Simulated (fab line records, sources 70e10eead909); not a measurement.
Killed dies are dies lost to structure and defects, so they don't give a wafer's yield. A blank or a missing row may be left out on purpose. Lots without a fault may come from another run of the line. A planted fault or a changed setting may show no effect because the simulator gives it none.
A struck lot beside a sound one | flow nand_harc | 14 steps out of a route of 1159
Sound: wafers L645.1, L645.4, L645.5. Struck: wafers L640.4, L640.5, L640.6. The cause comes at the end.
At each step with rows: each side's tool, then ch and its chambers, then its first start. Under that, the readings that differ: sound wafers | struck wafers | difference of the means | sigmas: that difference in standard deviations of wafers without a fault.
alike: readings whose means differ by less than 2 such deviations, and words and numbers that are the same on both sides. not compared: withheld readings, readings that some wafer has no value for, bounds like >300 that may hide the same value, and numbers for which the record gives no deviation and whose values overlap.
The two part at a step that has a row with sigmas, a row that says differs or no value, or rows on one side only. Numbers that don't overlap but have no deviation are shown without sigmas and don't part them. A reading that every wafer of one side lacks parts them only if that side has two wafers or more.

first, 5 steps without rows for these wafers: NHARC_P_GATE_SOFTBAKE_86 (time 95 s); NHARC_P_GATE_EBR_87; NHARC_P_GATE_EXPOSE_88 (exposes mask P HVN, target cd 2000 nm); NHARC_P_GATE_PEB_89 (peb time 85 s); NHARC_P_GATE_DEVELOP_90 (time 70 s).
NHARC_P_GATE_CD_MEAS_91: target cd 2000 nm.
  sound on cd_sem-02 ch 0, day 9 22:30; struck on cd_sem-02 ch 0, day 8 14:26
  alike: cd_nm
then, 1 step without rows for these wafers: NHARC_P_GATE_HARDBAKE_92 (time 80 s).
NHARC_P_GATE_DESCUM_93: chemistry O2, time 3 s.
  sound on rie_diel-01 ch 1,2,3, day 9 22:40; struck on rie_diel-01 ch 0,1,2, day 8 14:38
  alike: drypump_motor_current_A, oes_product_au, rf_vpp_V, showerhead_plenum_p_Torr, throttle_valve_pct
  not compared: rf_hours_counter_h
then, 1 step without rows for these wafers: NHARC_P_GATE_IMPLANT_94.
NHARC_P_GATE_STRIP_113: strips in N2/H2, time 740 s.
  sound on plasma_asher-02 ch 1, day 9 23:09; struck on plasma_asher-02 ch 0,1, day 8 15:13
  alike: drypump_motor_current_A, heater_power_w
  not compared: rf_hours_counter_h
NHARC_P_GATE_STRIP_95: strips in O2.
  sound on plasma_asher-02 ch 1, day 9 23:45; struck on plasma_asher-02 ch 0,1, day 8 15:43
  alike: drypump_motor_current_A, heater_power_w
  not compared: rf_hours_counter_h
then, 1 step without rows for these wafers: NHARC_P_GATE_STRIP_96 (strips in SPM, time 900 s).
NHARC_P_GATE_RTA_64: time 1 s.
  sound on rtp_anneal-02 ch 0, day 10 00:18; struck on rtp_anneal-01, day 8 16:21
  no value came back on the struck wafers for anneal_temp_c_max, lamp_power_pct (%), lamp_zone_1_pct (%), wafer_temp_C_max; on the sound wafers anneal_temp_c_max reads 1053.4 1054.6 1054.1
then, 1 step without rows for these wafers: NHARC_P_GATE_ETCH_77 (etches SiO2 in dHF, target depth 6 nm).

WHERE THEY PART
Only at NHARC_P_GATE_RTA_64, within this record.

WHY: what the simulator had put in
Skipped step whole: rtp_anneal-01, from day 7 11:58 on, at NHARC_P_GATE_RTA_64. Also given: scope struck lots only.
